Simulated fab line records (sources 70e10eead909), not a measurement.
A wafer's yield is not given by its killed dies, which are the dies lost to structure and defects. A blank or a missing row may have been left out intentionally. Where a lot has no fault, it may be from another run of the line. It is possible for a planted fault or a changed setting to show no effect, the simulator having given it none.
Which of the tools did it? + flow nand-harc + 13 lots, 39 wafers sampled, at 5 steps of a route of 1302

== WHAT EACH GAUGE READ, for each wafer ==
NHARC_END_SORT_01. Usual: killed-at-array 61, standard deviation 24; killed-at-other 1.2, standard deviation 1.3; killed-at-periphery 3.7, standard deviation 2.6; killed-dies 66, standard deviation 23; killed-open 3.3, standard deviation 1.8; killed-short 2.4, standard deviation 1.6.
| lot  | measured     | on        | killed-at-array | killed-at-other | killed-at-periphery | killed-dies | killed-open | killed-short | flag |
|------|--------------|-----------|-----------------|-----------------|---------------------|-------------|-------------|--------------|------|
| L407 | day 30 07:57 | prober-01 | 46 53 59        | 2 1 2           | 7 7 2               | 55 61 63    | 4 3 3       | 1 1 4        |      |
| L413 | day 33 09:56 | prober-01 | 666 660 666     | 2 3 4           | 9 14 7              | 677 677 677 | 4 4 1       | 1 3 2        | OFF  |
| L414 | day 33 04:23 | prober-02 | 674 673 672     | 0 2 2           | 3 2 3               | 677 677 677 | 3 4 1       | 1 0 2        | OFF  |
| L415 | day 33 18:29 | prober-01 | 672 671 674     | 0 0 0           | 5 6 3               | 677 677 677 | 2 1 5       | 4 3 4        | OFF  |

== TOOL THAT RAN EACH LOT (tool first, then ch and the chambers of the sampled wafers, then the start) ==
| lot  | NHARC_A_CONTACT_ETCH_117             | NHARC_A_CONTACT_ETCH_120             | NHARC_A_CONTACT_ETCH_122             | NHARC_A_CONTACT_ETCH_123             |
|------|--------------------------------------|--------------------------------------|--------------------------------------|--------------------------------------|
| L396 | har-cap-etch-03 ch 0,1, day 22 03:25 | har-cap-etch-03 ch 0,1, day 22 04:07 | har-cap-etch-03 ch 0,1, day 22 04:34 | har-cap-etch-03 ch 0,1, day 22 04:44 |
| L394 | har-cap-etch-02 ch 0, day 22 05:14   | har-cap-etch-02 ch 0, day 22 05:52   | har-cap-etch-02 ch 0, day 22 06:20   | har-cap-etch-02 ch 0, day 22 06:38   |
| L397 | har-cap-etch-02 ch 0,1, day 23 03:37 | har-cap-etch-02 ch 0,1, day 23 04:08 | har-cap-etch-02 ch 0,1, day 23 04:28 | har-cap-etch-02 ch 0,1, day 23 04:38 |
| L398 | har-cap-etch-03 ch 0,1, day 23 04:23 | har-cap-etch-03 ch 0,1, day 23 04:54 | har-cap-etch-03 ch 0,1, day 23 05:14 | har-cap-etch-03 ch 0,1, day 23 05:32 |
| L400 | har-cap-etch-01 ch 0,1, day 24 00:22 | har-cap-etch-01 ch 0,1, day 24 00:52 | har-cap-etch-01 ch 0,1, day 24 01:13 | har-cap-etch-01 ch 0,1, day 24 01:27 |
| L401 | har-cap-etch-03 ch 0,1, day 24 01:44 | har-cap-etch-03 ch 0,1, day 24 02:15 | har-cap-etch-03 ch 0,1, day 24 02:35 | har-cap-etch-03 ch 0,1, day 24 02:46 |
| L403 | har-cap-etch-01 ch 0,1, day 25 14:59 | har-cap-etch-01 ch 0,1, day 25 15:29 | har-cap-etch-01 ch 0,1, day 25 15:50 | har-cap-etch-01 ch 0,1, day 25 16:04 |
| L405 | har-cap-etch-01 ch 0,1, day 26 14:29 | har-cap-etch-01 ch 0,1, day 26 15:00 | har-cap-etch-01 ch 0,1, day 26 15:20 | har-cap-etch-01 ch 0,1, day 26 15:31 |
| L407 | har-cap-etch-03 ch 0,1, day 27 10:10 | har-cap-etch-03 ch 0,1, day 27 10:51 | har-cap-etch-03 ch 0,1, day 27 11:18 | har-cap-etch-03 ch 0,1, day 27 11:37 |
| L408 | har-cap-etch-03 ch 0,1, day 28 03:07 | har-cap-etch-03 ch 0,1, day 28 03:47 | har-cap-etch-03 ch 0,1, day 28 04:14 | har-cap-etch-03 ch 0,1, day 28 04:28 |
| L413 | har-cap-etch-01 ch 1, day 29 21:22   | har-cap-etch-01 ch 1, day 29 21:52   | har-cap-etch-01 ch 1, day 29 22:13   | har-cap-etch-01 ch 1, day 29 22:26   |
| L414 | har-cap-etch-02 ch 0,1, day 29 22:50 | har-cap-etch-02 ch 0,1, day 29 23:20 | har-cap-etch-02 ch 0,1, day 29 23:41 | har-cap-etch-02 ch 0,1, day 29 23:51 |
| L415 | har-cap-etch-03 ch 0,1, day 30 08:36 | har-cap-etch-03 ch 0,1, day 30 09:07 | har-cap-etch-03 ch 0,1, day 30 09:28 | har-cap-etch-03 ch 0,1, day 30 09:44 |
- NHARC_A_CONTACT_ETCH_117: etches the open film in C4F8/O2/Ar, time 190 s, target depth 1850 nm.
- NHARC_A_CONTACT_ETCH_120: etches the open film in C4F8/O2/Ar, time 190 s, target depth 1850 nm.
- NHARC_A_CONTACT_ETCH_122: etches the open film in C4F8/O2/Ar, time 190 s, target depth 1850 nm.
- NHARC_A_CONTACT_ETCH_123: etches the open film in C4F8/O2/Ar, time 490 s, target depth 2110 nm.

== WHAT THE TOOLS THEMSELVES READ (means of the sampled wafers that have a number; where no wafer has one, the mark that the record gives instead) ==
NHARC_A_CONTACT_ETCH_117. Usual: chamber-pressure-mTorr 20.000 mTorr, standard deviation 0.018; oes-air-line-au 0.999 a.u., standard deviation 0.022.
| lot  | tool            | chamber-pressure-mTorr (mTorr) | oes-air-line-au (a.u.) | flag |
|------|-----------------|--------------------------------|------------------------|------|
| L396 | har-cap-etch-03 | 20.003                         | 0.998                  |      |
| L394 | har-cap-etch-02 | 19.986                         | 0.983                  |      |
| L397 | har-cap-etch-02 | 20.002                         | 0.982                  |      |
| L398 | har-cap-etch-03 | 19.991                         | 1.019                  |      |
| L400 | har-cap-etch-01 | 20.012                         | 0.994                  |      |
| L401 | har-cap-etch-03 | 19.991                         | 1.006                  |      |
| L403 | har-cap-etch-01 | 20.008                         | 1.005                  |      |
| L405 | har-cap-etch-01 | 20.003                         | 1.012                  |      |
| L407 | har-cap-etch-03 | 19.991                         | 0.996                  |      |
| L408 | har-cap-etch-03 | 19.997                         | 0.989                  |      |
| L413 | har-cap-etch-01 | 20.002                         | 1.021                  |      |
| L414 | har-cap-etch-02 | 19.994                         | 1.014                  |      |
| L415 | har-cap-etch-03 | 20.003                         | 0.981                  |      |

NHARC_A_CONTACT_ETCH_120. Usual: chamber-pressure-mTorr 19.999 mTorr, standard deviation 0.022; oes-air-line-au 1.002 a.u., standard deviation 0.022.
| lot  | tool            | chamber-pressure-mTorr (mTorr) | oes-air-line-au (a.u.) | flag |
|------|-----------------|--------------------------------|------------------------|------|
| L396 | har-cap-etch-03 | 19.995                         | 1.022                  |      |
| L394 | har-cap-etch-02 | 20.022                         | 0.985                  |      |
| L397 | har-cap-etch-02 | 19.999                         | 1.014                  |      |
| L398 | har-cap-etch-03 | 19.970                         | 0.999                  |      |
| L400 | har-cap-etch-01 | 20.008                         | 1.004                  |      |
| L401 | har-cap-etch-03 | 19.996                         | 0.982                  |      |
| L403 | har-cap-etch-01 | 19.992                         | 0.972                  |      |
| L405 | har-cap-etch-01 | 20.008                         | 1.026                  |      |
| L407 | har-cap-etch-03 | 20.020                         | 1.005                  |      |
| L408 | har-cap-etch-03 | 19.979                         | 0.992                  |      |
| L413 | har-cap-etch-01 | 19.990                         | 1.000                  |      |
| L414 | har-cap-etch-02 | 19.995                         | 1.004                  |      |
| L415 | har-cap-etch-03 | 20.016                         | 0.994                  |      |

NHARC_A_CONTACT_ETCH_122. Usual: chamber-pressure-mTorr 20.002 mTorr, standard deviation 0.019; oes-air-line-au 0.998 a.u., standard deviation 0.024.
| lot  | tool            | chamber-pressure-mTorr (mTorr) | oes-air-line-au (a.u.) | flag |
|------|-----------------|--------------------------------|------------------------|------|
| L396 | har-cap-etch-03 | 19.998                         | 0.980                  |      |
| L394 | har-cap-etch-02 | 20.008                         | 0.987                  |      |
| L397 | har-cap-etch-02 | 19.980                         | 0.991                  |      |
| L398 | har-cap-etch-03 | 19.998                         | 1.010                  |      |
| L400 | har-cap-etch-01 | 20.011                         | 0.989                  |      |
| L401 | har-cap-etch-03 | 19.992                         | 1.039                  |      |
| L403 | har-cap-etch-01 | 20.004                         | 0.978                  |      |
| L405 | har-cap-etch-01 | 19.992                         | 0.969                  |      |
| L407 | har-cap-etch-03 | 20.002                         | 1.007                  |      |
| L408 | har-cap-etch-03 | 19.993                         | 1.042                  |      |
| L413 | har-cap-etch-01 | -                              | -                      | OFF  |
| L414 | har-cap-etch-02 | -                              | -                      | OFF  |
| L415 | har-cap-etch-03 | -                              | -                      | OFF  |

NHARC_A_CONTACT_ETCH_123. Usual: chamber-pressure-mTorr 19.998 mTorr, standard deviation 0.019; oes-air-line-au 1.001 a.u., standard deviation 0.022.
| lot  | tool            | chamber-pressure-mTorr (mTorr) | oes-air-line-au (a.u.) | flag |
|------|-----------------|--------------------------------|------------------------|------|
| L396 | har-cap-etch-03 | 19.990                         | 0.993                  |      |
| L394 | har-cap-etch-02 | 20.013                         | 1.010                  |      |
| L397 | har-cap-etch-02 | 19.991                         | 0.993                  |      |
| L398 | har-cap-etch-03 | 19.997                         | 0.989                  |      |
| L400 | har-cap-etch-01 | 20.006                         | 1.018                  |      |
| L401 | har-cap-etch-03 | 19.989                         | 1.010                  |      |
| L403 | har-cap-etch-01 | 19.996                         | 0.995                  |      |
| L405 | har-cap-etch-01 | 20.004                         | 1.026                  |      |
| L407 | har-cap-etch-03 | 19.983                         | 1.006                  |      |
| L408 | har-cap-etch-03 | 20.004                         | 1.001                  |      |
| L413 | har-cap-etch-01 | 20.004                         | 0.968                  |      |
| L414 | har-cap-etch-02 | 20.007                         | 0.992                  |      |
| L415 | har-cap-etch-03 | 20.003                         | 0.999                  |      |

== THE ANSWER, worked out from the rows above alone ==
Rule: a lot counts as off when the mean over its wafers that have a number is more than 3 standard deviations away from the usual mean. Also off: a lot with no number at a reading for which 4 or more lots have one. All remaining lots with rows at the step are treated as sound. First the gauges in route order, then the tools' own readings, where a lot's mean is used as printed above. The first step at which some lot is off is used, and at that step the reading that is off furthest; a lot without a number counts as furthest.
Off: L413, L414, L415 (NHARC_END_SORT_01, killed-dies). Neither off nor sound, because the step has no rows for them: L396, L394, L397, L398, L400, L401, L403, L405, L408.
If a tool, at a process step before that reading, ran all the lots that are off and no sound lot after the first of them, it fits. The gauges at NHARC_END_SORT_01 aren't tried: what is off there is off at NHARC_A_CONTACT_ETCH_122 too, on other tools, and a gauge's error can't cause that. No candidate that was tried fits.

== WHAT WAS PUT IN BY THE SIMULATOR ==
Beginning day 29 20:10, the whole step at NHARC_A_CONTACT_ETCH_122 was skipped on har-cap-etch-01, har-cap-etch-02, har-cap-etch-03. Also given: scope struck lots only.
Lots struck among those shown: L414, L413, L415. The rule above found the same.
